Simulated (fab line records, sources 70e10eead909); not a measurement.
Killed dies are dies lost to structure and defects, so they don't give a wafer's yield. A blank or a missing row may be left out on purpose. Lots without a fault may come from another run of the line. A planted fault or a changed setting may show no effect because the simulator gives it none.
Chamber matching | flow nand_harc | NHARC_A_CHANNEL_FILL_D1_ETCHBACK_19 on rie_si-01: 4 sister chambers
The step etches the open film in HBr/Cl2, target depth 5 nm, time 1.7 s. 4 wafers are shown with their chamber, then 8 later ones without.

WAFERS WITH THEIR CHAMBER
wafer  | chamber | drypump_motor_current_A (A)
L087.2 | 1       | 6.1
L087.4 | 0       | 6.8
L088.5 | 3       | 5.2
L090.3 | 2       | 5.5

WAFERS WITHOUT THEIR CHAMBER
wafer  | drypump_motor_current_A (A)
L090.4 | 6.7
L090.5 | 6.7
L094.1 | 6.1
L094.4 | 6.7
L094.6 | 5.5
L097.2 | 5.5
L097.3 | 6.7
L097.4 | 5.2

WHICH CHAMBER EACH WENT THROUGH
wafer  | from the rows above | in truth
L090.4 | 0                   | 0
L090.5 | 0                   | 0
L094.1 | 1                   | 1
L094.4 | 0                   | 0
L094.6 | 2                   | 2
L097.2 | 2                   | 2
L097.3 | 0                   | 0
L097.4 | 3                   | 3
Placed correctly: 8 of 8. Can't be placed from these rows: 0. Placed wrongly: 0.
How it was worked out, from the rows above alone: a wafer's distance from a chamber is the root of the sum, over the readings, of the square of ((its reading less the chamber's mean) divided by the reading's scatter). The wafer belongs to the nearest chamber; if the next one is less than 2 further off, it can't be placed. A chamber's mean is the mean of its shown wafers. The scatter: with one shown wafer a chamber, the root of the mean of the squares of how far each hidden wafer lies from its nearest shown one.
